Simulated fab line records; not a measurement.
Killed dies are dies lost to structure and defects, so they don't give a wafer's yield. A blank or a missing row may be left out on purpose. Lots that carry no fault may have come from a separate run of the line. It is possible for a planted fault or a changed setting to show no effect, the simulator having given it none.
Matching of chambers | flow n5 finfet | N5_BEOL_M14_ILD_DEP_00 on pecvd-02 has 3 sister chambers
The step deposits SiO2 from TEOS/O2, target thk 1119.3 nm, time 237.4 s. 3 wafers are shown with their chamber, then 12 later ones without.

WAFERS PAIRED WITH THEIR CHAMBERS
wafer  | chamber | throttle valve pct (%)
L085.6 | 0       | 19.3
L087.2 | 2       | 18.5
L087.5 | 1       | 19.5

WAFERS MISSING THEIR CHAMBER
wafer  | throttle valve pct (%)
L089.1 | 19.4
L089.3 | 19.2
L089.4 | 18.5
L090.2 | 18.3
L090.5 | 19.5
L090.6 | 18.2
L092.1 | 19.4
L092.2 | 19.4
L092.5 | 18.6
L094.2 | 18.6
L094.3 | 19.2
L094.6 | 18.3

WHICH CHAMBER EACH WENT THROUGH
wafer  | from the rows above     | in truth
L089.1 | can't be placed: 0 or 1 | 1
L089.3 | can't be placed: 0 or 1 | 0
L089.4 | 2                       | 2
L090.2 | 2                       | 2
L090.5 | can't be placed: 1 or 0 | 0
L090.6 | 2                       | 2
L092.1 | can't be placed: 0 or 1 | 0
L092.2 | can't be placed: 0 or 1 | 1
L092.5 | 2                       | 2
L094.2 | 2                       | 2
L094.3 | can't be placed: 0 or 1 | 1
L094.6 | 2                       | 2
6 of 12 placed correctly. From these rows, 6 cannot be placed; in 6 the true chamber is one of the candidates. Wrongly placed: 0.
How it was worked out, from the rows above alone: a wafer's distance from a chamber is the root of the sum, over the readings, of the square of ((its reading less the chamber's mean) divided by the reading's scatter). The wafer belongs to the nearest chamber; if the next one is less than 2 further off, it can't be placed. The mean given for a chamber averages the wafers shown for that chamber. The scatter (one wafer shown for each chamber): square how far every hidden wafer sits from the nearest shown wafer, average those squares and take the square root.
